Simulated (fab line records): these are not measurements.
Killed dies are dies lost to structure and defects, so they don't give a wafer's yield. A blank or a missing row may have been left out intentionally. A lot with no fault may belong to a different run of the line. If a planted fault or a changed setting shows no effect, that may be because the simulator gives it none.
fab line records	flow n5Finfet
record: lots: 7	wafers: 21
route steps=1938 shown WELL_APT@21 PMOS_HMC_CHANNEL_EPI@62 FIN_SAQP@138 DUMMY_GATE@224 SD_EPI_P@296 HKMG_FIN@403
startH: hours from the record's first day to the start of the lot's first wafer shown	waitH: hours since the lot's step before	" repeats the value in the row above	L1.1+2: a single row standing in for several wafers	- no value present, or no start provided	* or withheld: withheld	< > ~ a bound
route shown NAME@n: names a module that has steps shown in the file, with the first one's number in the route	usual: mean/standard deviation of fault-free wafers	same: alike in all rows	chamber/n: place in a boat	sites: each site's reading	_std_site: the values' standard deviation	_edge_site: inner sites' mean taken away from outer sites' mean	radiusMm: how far each site lies from the wafer's centre	mask NAME#n: copy n	behind: tool/chamber where the wafer was last shaped	hold: why the lot was held/for how many hours/how that ended	device: names the non-switching transistor (n, p or np)	end of line: tests run on the same wafers once the route is complete	step lacking rows: just its recipe	killed: dies that structure and defects cost at the first sort, which is not the same as the wafer's yield	map: per-die view of a wafer (x killed, . not killed, _ where there is no die)
set.NAME: the run value of the setting; set.NAME@STEP: its run value at that earlier step	model.NAME: the simulator's own value behind a step, which no gauge read
lots run with intentionally changed settings; tables by step, rows by wafer
== steps ==
step: N5_WELL_APT_COAT_02
recipe: spinRpm: 1357	resistThkNm: 950
lot.wafer	tool	chamber	startH	waitH	set.spinRpm	model.coat_of_WELL_APT_COAT_02.thkNm
L080.1	lithoTrack-03	0	-	-	1357	948.8
L080.4	"	0	"	"	1228	996.8
L080.6	"	0	"	"	1228	997.6
L081.3	lithoTrack-02	0	-	-	1357	950.5
L081.4	"	0	"	"	1238	991.9
L081.5	"	0	"	"	1357	948.4
L085.3	lithoTrack-04	0	-	-	1474	911.3
L085.4	"	0	"	"	1474	911.9
L085.5	"	0	"	"	1357	950.1
L089.2	lithoTrack-03	0	-	-	1357	948.6
L089.4	"	0	"	"	1441	922.1
L089.5	"	0	"	"	1441	919.3
L092.1	lithoTrack-03	0	-	-	1357	952.4
L092.4	"	0	"	"	1284	981.4
L092.6	"	0	"	"	1284	980.6
L094.3	lithoTrack-02	0	-	-	1357	948.4
L094.4	"	0	"	"	1357	950.5
L094.5	"	0	"	"	1357	951.5
L095.3	lithoTrack-02	0	-	-	1357	951.8
L095.4	"	0	"	"	1357	950.3
L095.5	"	0	"	"	1357	952.7
step: N5_PMOS_HMC_CHANNEL_EPI_EXPOSE_06
recipe: maskId: PMOS_HMC_BLK	na: 1.35	sourceShape: conventional	sigmaOuter: 0.8	polarization: unpolarized	targetCdNm: 240	doseMj: 41
lot.wafer	tool	chamber	startH	waitH	mask	set.doseMj
L080.1	arfiScanner-02	0	52.80	-	PMOS_HMC_BLK#0	42.57
L080.4+6	"	0	"	"	PMOS_HMC_BLK#0	41
L081.3	arfiScanner-01	0	59.09	-	PMOS_HMC_BLK#0	38.28
L081.4+5	"	0	"	"	PMOS_HMC_BLK#0	41
L085.3+5	arfiScanner-01	0	83.07	-	PMOS_HMC_BLK#0	41
L085.4	"	0	"	"	PMOS_HMC_BLK#0	42.83
L089.2+4+5	arfiScanner-01	0	107.08	-	PMOS_HMC_BLK#0	41
L092.1+4+6	arfiScanner-03	0	125.06	-	PMOS_HMC_BLK#0	41
L094.3+4+5	arfiScanner-03	0	137.48	-	PMOS_HMC_BLK#0	41
L095.3	arfiScanner-03	0	143.86	-	PMOS_HMC_BLK#0	41
L095.4+5	"	0	"	"	PMOS_HMC_BLK#0	38.48
step: N5_PMOS_HMC_CHANNEL_EPI_DEVELOP_08
recipe: developTimeS: 30	developer: TMAH	resist: CAR-ArF-block	devTempC: 23	rinseLiquid: diw	dry: airSpin
lot.wafer	tool	chamber	startH	waitH	set.developTimeS
L080.1+6	lithoTrack-03	0	-	-	32.48
L080.4	"	0	"	"	30
L081.3	lithoTrack-01	0	-	-	35.1
L081.4+5	"	0	"	"	30
L085.3+4+5	lithoTrack-01	0	-	-	30
L089.2+4	lithoTrack-05	0	-	-	30
L089.5	"	0	"	"	35.54
L092.1	lithoTrack-01	0	-	-	30
L092.4+6	"	0	"	"	35.22
L094.3+4+5	lithoTrack-03	0	-	-	30
L095.3	lithoTrack-05	0	-	-	30
L095.4+5	"	0	"	"	27.84
step: N5_PMOS_HMC_CHANNEL_EPI_CD_MEAS_09
recipe: targetCdNm: 237.4	landingEnergyEv: 500	detector: seInlens
usual: cdNm: 236.9/0.91
lot.wafer	tool	chamber	startH	waitH	set.doseMj@PMOS_HMC_CHANNEL_EPI_EXPOSE_06	cdNm
L080.1	cdSem-02	0	52.93	-	42.57	239.6
L080.4	"	0	"	"	41	234.9
L080.6	"	0	"	"	41	236.2
L081.3	cdSem-01	0	59.21	-	38.28	234.7
L081.4	"	0	"	"	41	237.8
L081.5	"	0	"	"	41	238.0
L085.3	cdSem-03	0	83.18	-	41	237.5
L085.4	"	0	"	"	42.83	240.4
L085.5	"	0	"	"	41	237.3
L089.2	cdSem-01	0	107.20	-	41	237.4
L089.4	"	0	"	"	41	237.2
L089.5	"	0	"	"	41	239.8
L092.1	cdSem-02	0	125.19	-	41	237.4
L092.4	"	0	"	"	41	237.4
L092.6	"	0	"	"	41	237.8
L094.3	cdSem-03	0	137.60	-	41	236.3
L094.4	"	0	"	"	41	236.4
L094.5	"	0	"	"	41	236.7
L095.3	cdSem-03	0	143.98	-	41	237.2
L095.4	"	0	"	"	38.48	231.6
L095.5	"	0	"	"	38.48	230.8
step: N5_PMOS_HMC_CHANNEL_EPI_DESCUM_14
recipe: chemistry: O2	timeS: 7.9	sourcePowerW: 50	biasPowerW: 20	pressureMtorr: 20	rfFrequencyHz: 2.712e+07	tempC: 40	resist: CAR-ArF-block	o2FlowSccm: 225
lot.wafer	tool	chamber	startH	waitH	set.doseMj@PMOS_HMC_CHANNEL_EPI_EXPOSE_06	model.PMOS_HMC_CHANNEL_EPI.cdNm
L080.1	rieDiel-06	3	53.01	0.0	42.57	239.4
L080.4	"	1	"	"	41	235.2
L080.6	"	1	"	"	41	236.1
L081.3	rieDiel-06	1	59.29	0.0	38.28	234.7
L081.4	"	2	"	"	41	237.9
L081.5	"	2	"	"	41	237.7
L085.3	rieDiel-01	1	83.48	0.2	41	237.7
L085.4	"	0	"	"	42.83	240.5
L085.5	"	3	"	"	41	237.9
L089.2	rieDiel-01	0	107.29	0.0	41	238.1
L089.4	"	1	"	"	41	237.5
L089.5	"	0	"	"	41	239.9
L092.1	rieDiel-06	2	125.27	0.0	41	237.1
L092.4	"	1	"	"	41	237.5
L092.6	"	2	"	"	41	237.9
L094.3	rieDiel-01	3	137.72	0.1	41	236.1
L094.4	"	1	"	"	41	236.4
L094.5	"	3	"	"	41	236.8
L095.3	rieDiel-02	3	144.06	0.0	41	237.3
L095.4	"	3	"	"	38.48	231.6
L095.5	"	2	"	"	38.48	230.8
step: N5_FIN_SAQP_SPACER2_ALD_28
recipe: material: SiO2	targetThkA: 81	tempC: 300	aldPrecursorFamily: BDEAS	aldCoReactant: O2-plasma	pulseTimeS: 1	purgeTimeS: 2	coReactantPurgeTimeS: 2	pressureTorr: 2
lot.wafer	tool	chamber	startH	waitH	set.tempC	model.SiO2_of_FIN_SAQP_SPACER2_ALD_28.thkNm
L080.1+4	aldSin-04	3,0	60.31	0.1	311.7	8
L080.6	"	2	"	"	300	8.2
L081.3+5	aldSin-01	3,0	67.25	0.4	300	8.2
L081.4	"	1	"	"	286.6	8.6
L085.3	aldSin-04	2	92.19	0.1	300	8.2
L085.4+5	"	3,2	"	"	289.5	8.4
L089.2+4+5	aldSin-04	2,3,1	114.98	0.1	300	8.2
L092.1	aldSin-01	2	132.78	0.1	300	8
L092.4+6	"	0,3	"	"	300	8.2
L094.3+4+5	aldSin-02	0,3,0	147.16	1.0	300	8.2
L095.3+4	aldSin-02	0,1	153.36	1.1	303.6	8
L095.5	"	0	"	"	300	8.2
step: N5_DUMMY_GATE_COAT_28
recipe: resist: underlayer	tempC: 205	timeS: 60	spinRpm: 1500	resistThkNm: 10
lot.wafer	tool	chamber	startH	waitH	set.spinRpm	model.underlayer_of_DUMMY_GATE_COAT_28.thkNm
L080.1+4	lithoTrack-05	0	-	-	1500	10
L080.6	"	0	"	"	1451	10.2
L081.3	lithoTrack-01	0	-	-	1370	10.4
L081.4+5	"	0	"	"	1500	10
L085.3+4+5	lithoTrack-01	0	-	-	1500	10
L089.2	lithoTrack-04	0	-	-	1500	10
L089.4+5	"	0	"	"	1669	9.4
L092.1+4+6	lithoTrack-01	0	-	-	1500	10
L094.3+4+5	lithoTrack-05	0	-	-	1500	10
L095.3	lithoTrack-05	0	-	-	1500	10
L095.4+5	"	0	"	"	1397	10.4
step: N5_DUMMY_GATE_DESCUM_20
recipe: chemistry: O2	timeS: 6.2	sourcePowerW: 50	biasPowerW: 20	pressureMtorr: 20	rfFrequencyHz: 2.712e+07	tempC: 40	resist: CAR-EUV	o2FlowSccm: 225
lot.wafer	tool	chamber	startH	waitH	set.timeS	model.CAR-EUV_of_DUMMY_GATE_COAT_09.thkNm
L080.1+6	rieDiel-01	3,2	81.45	0.0	6.2	26.6
L080.4	"	2	"	"	7.279	26
L081.3+5	rieDiel-01	3,2	87.61	0.3	6.2	26.4
L081.4	"	2	"	"	6.2	26.2
L085.3	rieDiel-01	0	112.92	0.0	5.579	26.8
L085.4+5	"	2,1	"	"	6.2	26.4
L089.2+5	rieDiel-01	2,3	136.97	0.0	6.2	26.6
L089.4	"	0	"	"	6.2	26.4
L092.1+6	rieDiel-06	1	153.84	0.1	6.2	26.6
L092.4	"	3	"	"	6.2	26.4
L094.3+5	rieDiel-02	2,0	168.08	0.0	6.2	26.6
L094.4	"	2	"	"	6.2	26.4
L095.3+4+5	rieDiel-06	1,2,0	177.63	0.3	6.2	26.6
step: N5_SD_EPI_P_COAT_35
recipe: resist: SiARC	tempC: 220	timeS: 60	spinRpm: 1500	resistThkNm: 35
lot.wafer	tool	chamber	startH	waitH	set.spinRpm	model.SiARC_of_SD_EPI_P_COAT_35.thkNm
L080.1	lithoTrack-01	0	-	-	1500	34.8
L080.4	"	0	"	"	1618	33.6
L080.6	"	0	"	"	1500	35
L081.3+4+5	lithoTrack-05	0	-	-	1500	35
L085.3+4	lithoTrack-05	0	-	-	1500	35
L085.5	"	0	"	"	1399	36.2
L089.2+5	lithoTrack-03	0	-	-	1500	35
L089.4	"	0	"	"	1424	36
L092.1	lithoTrack-01	0	-	-	1500	35.2
L092.4	"	0	"	"	1500	35
L092.6	"	0	"	"	1394	36.4
L094.3+4+5	lithoTrack-05	0	-	-	1500	35
L095.3+4	lithoTrack-01	0	-	-	1500	35
L095.5	"	0	"	"	1500	35.2
step: N5_SD_EPI_P_COAT_03
recipe: resist: CAR-ArF-block	spinRpm: 1500	resistThkNm: 150
step: N5_SD_EPI_P_EBR_05
recipe: solvent: PGMEA	ebrWidthMm: 1.5
step: N5_SD_EPI_P_DESCUM_14
recipe: chemistry: O2	timeS: 7.9	sourcePowerW: 50	biasPowerW: 20	pressureMtorr: 20	rfFrequencyHz: 2.712e+07	tempC: 40	resist: CAR-ArF-block	o2FlowSccm: 225
step: N5_SD_EPI_P_ETCH_36
recipe: chemistry: CF4	target: SiARC	targetDepthA: 455	maskMaterial: CAR-ArF-block	timeS: 75.8	ionEnergyEv: 80	pressureMtorr: 40	sourceW: 545	biasW: 36	Ar_flow_sccm: 100	cf4FlowSccm: 100	ends: cleared
lot.wafer	tool	chamber	startH	waitH	set.spinRpm@SD_EPI_P_COAT_35	model.etch.depthNm	model.CAR-ArF-block_of_SD_EPI_P_COAT_03.thkNm
L080.1	rieDiel-01	1	88.72	0.0	1500	34.89	111
L080.4	"	3	"	"	1618	33.57	112.6
L080.6	"	2	"	"	1500	34.94	110.4
L081.3	rieDiel-01	1	97.04	0.0	1500	34.93	110.2
L081.4	"	0	"	"	1500	35.06	110
L081.5	"	2	"	"	1500	34.95	110.4
L085.3+4	rieDiel-02	1	120.18	0.0	1500	35.08	111
L085.5	"	0	"	"	1399	36.22	109.4
L089.2	rieDiel-02	0	144.84	0.0	1500	35.02	111.6
L089.4	"	2	"	"	1424	35.92	110.6
L089.5	"	0	"	"	1500	34.98	111.4
L092.1	rieDiel-02	2	164.30	0.0	1500	35.15	111.2
L092.4	"	0	"	"	1500	35.09	111.2
L092.6	"	3	"	"	1394	36.33	110
L094.3	rieDiel-06	3	174.95	0.0	1500	35.03	111.2
L094.4	"	2	"	"	1500	34.97	111.4
L094.5	"	1	"	"	1500	35.04	111.2
L095.3	rieDiel-06	3	185.02	0.0	1500	35.1	111.8
L095.4	"	1	"	"	1500	35.09	112
L095.5	"	1	"	"	1500	35.12	111.8
step: N5_SD_EPI_P_ETCH_37
recipe: chemistry: N2/H2	target: SOC	overetchA: 1080	maskMaterial: SiARC	tempC: 40	ionEnergyEv: 100	sourceW: 3000	biasW: 133	pressureMtorr: 20	timeS: 486	n2FlowSccm: 200	h2FlowSccm: 200	ends: endPoint
lot.wafer	tool	chamber	startH	waitH	set.spinRpm@SD_EPI_P_COAT_35	model.SiARC_of_SD_EPI_P_COAT_35.thkNm
L080.1	rieDiel-01	1	88.77	0.0	1500	20
L080.4	"	3	"	"	1618	18.6
L080.6	"	2	"	"	1500	19.4
L081.3	rieDiel-01	1	97.10	0.0	1500	19.8
L081.4	"	0	"	"	1500	20
L081.5	"	2	"	"	1500	19.4
L085.3+4	rieDiel-02	1	120.24	0.0	1500	20
L085.5	"	0	"	"	1399	21
L089.2+5	rieDiel-02	0	144.90	0.0	1500	19.8
L089.4	"	2	"	"	1424	20.4
L092.1+4	rieDiel-02	2,0	164.35	0.0	1500	19.8
L092.6	"	3	"	"	1394	21.2
L094.3	rieDiel-06	3	175.01	0.0	1500	19.6
L094.4+5	"	2,1	"	"	1500	20
L095.3	rieDiel-06	3	185.07	0.0	1500	19.6
L095.4	"	1	"	"	1500	19.8
L095.5	"	1	"	"	1500	20
step: N5_SD_EPI_P_STRIP_38
recipe: chemistry: N2/H2	tempC: 40	n2FlowSccm: 200	h2FlowSccm: 200	rfFrequencyHz: 6e+07
step: N5_SD_EPI_P_ETCHBACK_46
recipe: chemistry: CH3F/O2	mode: anisotropicEtchback	target: SiNx	targetDepthA: 175	stopOn: SiO2	overEtchFrac: 0.3	ionEnergyEv: 120	pressureMtorr: 30	sourceW: 395	biasW: 73	Ar_flow_sccm: 150	CH3F_flow_sccm: 30	O2_flow_sccm: 20
lot.wafer	tool	chamber	startH	waitH	set.spinRpm@SD_EPI_P_COAT_35	model.SiARC_of_SD_EPI_P_COAT_35.thkNm
L080.1	rieDiel-01	1	89.10	0.0	1500	15.4
L080.4	"	3	"	"	1618	14
L080.6	"	2	"	"	1500	14.8
L081.3+4	rieDiel-01	1,0	97.42	0.0	1500	15.4
L081.5	"	2	"	"	1500	14.8
L085.3	rieDiel-02	1	120.56	0.0	1500	15.4
L085.4	"	1	"	"	1500	15.6
L085.5	"	0	"	"	1399	16.4
L089.2+5	rieDiel-02	0	145.22	0.0	1500	15.2
L089.4	"	2	"	"	1424	15.8
L092.1+4	rieDiel-02	2,0	164.68	0.0	1500	15.2
L092.6	"	3	"	"	1394	16.8
L094.3	rieDiel-06	3	175.33	0.0	1500	15.2
L094.4	"	2	"	"	1500	15.6
L094.5	"	1	"	"	1500	15.4
L095.3	rieDiel-06	3	185.40	0.0	1500	15
L095.4+5	"	1	"	"	1500	15.4
step: N5_HKMG_FIN_ETCH_55
recipe: chemistry: N2/H2	target: SOC	targetDepthA: 2400	tempC: 40	timeS: 300	ionEnergyEv: 200	maskMaterial: SiARC	pressureMtorr: 30	sourceW: 840	biasW: 150	n2FlowSccm: 200	h2FlowSccm: 200
lot.wafer	tool	chamber	startH	waitH	set.timeS	model.etch.depthNm	model.HKMG_FIN.featureDepthNm	model.SiARC_of_HKMG_FIN_COAT_42.thkNm
L080.1	rieDiel-04	0	106.85	0.0	300	240.2	240.2	21
L080.4	"	1	"	"	248.2	198.1	198.2	23.6
L080.6	"	3	"	"	248.2	202.1	202.2	23.4
L081.3	rieDiel-04	0	115.33	0.0	300	240.9	241	21.2
L081.4	"	1	"	"	300	242	242	21.4
L081.5	"	0	"	"	251.6	201.4	201.4	23.4
L085.3	rieDiel-04	2	137.59	0.0	358.5	282.8	282.8	18.8
L085.4	"	1	"	"	358.5	289.7	289.8	18.4
L085.5	"	2	"	"	300	239.4	239.4	21.2
L089.2	rieDiel-04	3	163.84	0.0	300	243.7	243.8	21.2
L089.4	"	1	"	"	300	240.6	240.6	21.4
L089.5	"	0	"	"	236.6	189.5	189.6	24
L092.1	rieDiel-05	0	181.34	0.0	271.7	221.3	221.2	22.6
L092.4	"	3	"	"	300	247.1	247	21.2
L092.6	"	0	"	"	300	243.5	243.6	21.2
L094.3	rieDiel-03	0	194.16	0.0	300	236.4	236.4	21.4
L094.4	"	2	"	"	300	244.4	244.4	21
L094.5	"	1	"	"	300	243	243	21.2
L095.3	rieDiel-04	2	203.24	0.0	300	238	238	21.4
L095.4	"	2	"	"	300	237.6	237.6	21.4
L095.5	"	0	"	"	262.7	210.8	210.8	22.8
step: N5_HKMG_FIN_ETCH_58
recipe: chemistry: N2/H2	target: SOC	targetDepthA: 2158	ionEnergyEv: 50	biasW: 13	timeS: 741	pressureMtorr: 30	sourceW: 875	n2FlowSccm: 200	h2FlowSccm: 200
usual: rfVppV: 99.3/0.85
lot.wafer	tool	chamber	startH	waitH	set.sourceW	rfVppV	model.SOC_of_HKMG_FIN_COAT_41.thkNm	model.etch.depthNm	model.HKMG_FIN.featureDepthNm
L080.1	rieDiel-04	0	107.06	0.0	875	100.0	84.6	216.3	216.4
L080.4	"	1	"	"	875	99.4	83.6	217	217
L080.6	"	3	"	"	875	98.2	80.4	220.2	220.2
L081.3	rieDiel-04	0	115.54	0.0	875	98.7	87.6	212.5	212.4
L081.4	"	1	"	"	875	99.2	86.6	213.3	213.2
L081.5	"	0	"	"	875	98.9	88.2	212.1	212
L085.3	rieDiel-04	2	137.80	0.0	935.6	96.2	75	225	225
L085.4	"	1	"	"	875	100.3	82.2	218	218
L085.5	"	2	"	"	935.6	96.4	76.2	224.6	224.6
L089.2	rieDiel-04	3	164.05	0.0	928.6	96.9	71.6	230.1	230
L089.4	"	1	"	"	875	99.2	83.4	218.3	218.2
L089.5	"	0	"	"	928.6	95.7	75.2	226.3	226.4
L092.1	rieDiel-05	0	181.55	0.0	875	99.7	79.6	221.8	221.8
L092.4	"	3	"	"	875	97.6	79.8	221.2	221.2
L092.6	"	0	"	"	875	98.7	82.2	218.7	218.6
L094.3	rieDiel-03	0	194.37	0.0	875	99.0	86.4	213.4	213.4
L094.4	"	2	"	"	875	99.1	81.6	218.2	218.2
L094.5	"	1	"	"	875	97.9	79.2	220	220
L095.3	rieDiel-04	2	203.45	0.0	791.8	102.4	106.4	194.4	194.4
L095.4	"	2	"	"	875	98.6	88.4	212.9	212.8
L095.5	"	0	"	"	791.8	103.7	104.6	196.9	197
== key ==
split: step: N5_WELL_APT_COAT_02	setting: spinRpm	stated: 1357	by: wafer
response: step: N5_WELL_APT_COAT_02	reading: model.coat_of_WELL_APT_COAT_02.thkNm	change: -4.83	per: 1%	r: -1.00
split: step: N5_PMOS_HMC_CHANNEL_EPI_EXPOSE_06	setting: doseMj	stated: 41	by: wafer
response: step: N5_PMOS_HMC_CHANNEL_EPI_CD_MEAS_09	reading: cdNm	change: +0.744	per: 1%	r: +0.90
response: step: N5_PMOS_HMC_CHANNEL_EPI_DESCUM_14	reading: model.PMOS_HMC_CHANNEL_EPI.cdNm	change: +0.725	per: 1%	r: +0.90
split: step: N5_PMOS_HMC_CHANNEL_EPI_DEVELOP_08	setting: developTimeS	stated: 30	by: wafer
response none clear
split: step: N5_FIN_SAQP_SPACER2_ALD_28	setting: tempC	stated: 300	by: wafer
response: step: N5_FIN_SAQP_SPACER2_ALD_28	reading: model.SiO2_of_FIN_SAQP_SPACER2_ALD_28.thkNm	change: -0.0718	per: 1%	r: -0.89
split: step: N5_DUMMY_GATE_COAT_28	setting: spinRpm	stated: 1500	by: wafer
response: step: N5_DUMMY_GATE_COAT_28	reading: model.underlayer_of_DUMMY_GATE_COAT_28.thkNm	change: -0.0524	per: 1%	r: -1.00
split: step: N5_DUMMY_GATE_DESCUM_20	setting: timeS	stated: 6.2	by: wafer
response: step: N5_DUMMY_GATE_DESCUM_20	reading: model.CAR-EUV_of_DUMMY_GATE_COAT_09.thkNm	change: -0.0358	per: 1%	r: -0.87
split: step: N5_SD_EPI_P_COAT_35	setting: spinRpm	stated: 1500	by: wafer
response: step: N5_SD_EPI_P_COAT_35	reading: model.SiARC_of_SD_EPI_P_COAT_35.thkNm	change: -0.178	per: 1%	r: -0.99
response: step: N5_SD_EPI_P_ETCH_36	reading: model.etch.depthNm	change: -0.172	per: 1%	r: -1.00
response: step: N5_SD_EPI_P_ETCH_36	reading: model.CAR-ArF-block_of_SD_EPI_P_COAT_03.thkNm	change: +0.212	per: 1%	r: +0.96
response: step: N5_SD_EPI_P_ETCH_37	reading: model.SiARC_of_SD_EPI_P_COAT_35.thkNm	change: -0.155	per: 1%	r: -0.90
response: step: N5_SD_EPI_P_ETCHBACK_46	reading: model.SiARC_of_SD_EPI_P_COAT_35.thkNm	change: -0.159	per: 1%	r: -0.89
split: step: N5_HKMG_FIN_ETCH_55	setting: timeS	stated: 300	by: wafer
response: step: N5_HKMG_FIN_ETCH_55	reading: model.etch.depthNm	change: +2.41	per: 1%	r: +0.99
response: step: N5_HKMG_FIN_ETCH_55	reading: model.HKMG_FIN.featureDepthNm	change: +2.41	per: 1%	r: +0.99
response: step: N5_HKMG_FIN_ETCH_55	reading: model.SiARC_of_HKMG_FIN_COAT_42.thkNm	change: -0.132	per: 1%	r: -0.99
split: step: N5_HKMG_FIN_ETCH_58	setting: sourceW	stated: 875	by: wafer
response: step: N5_HKMG_FIN_ETCH_58	reading: rfVppV	change: -0.503	per: 1%	r: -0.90
response: step: N5_HKMG_FIN_ETCH_58	reading: model.SOC_of_HKMG_FIN_COAT_41.thkNm	change: -1.53	per: 1%	r: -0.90
response: step: N5_HKMG_FIN_ETCH_58	reading: model.etch.depthNm	change: +1.54	per: 1%	r: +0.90
response: step: N5_HKMG_FIN_ETCH_58	reading: model.HKMG_FIN.featureDepthNm	change: +1.54	per: 1%	r: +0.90
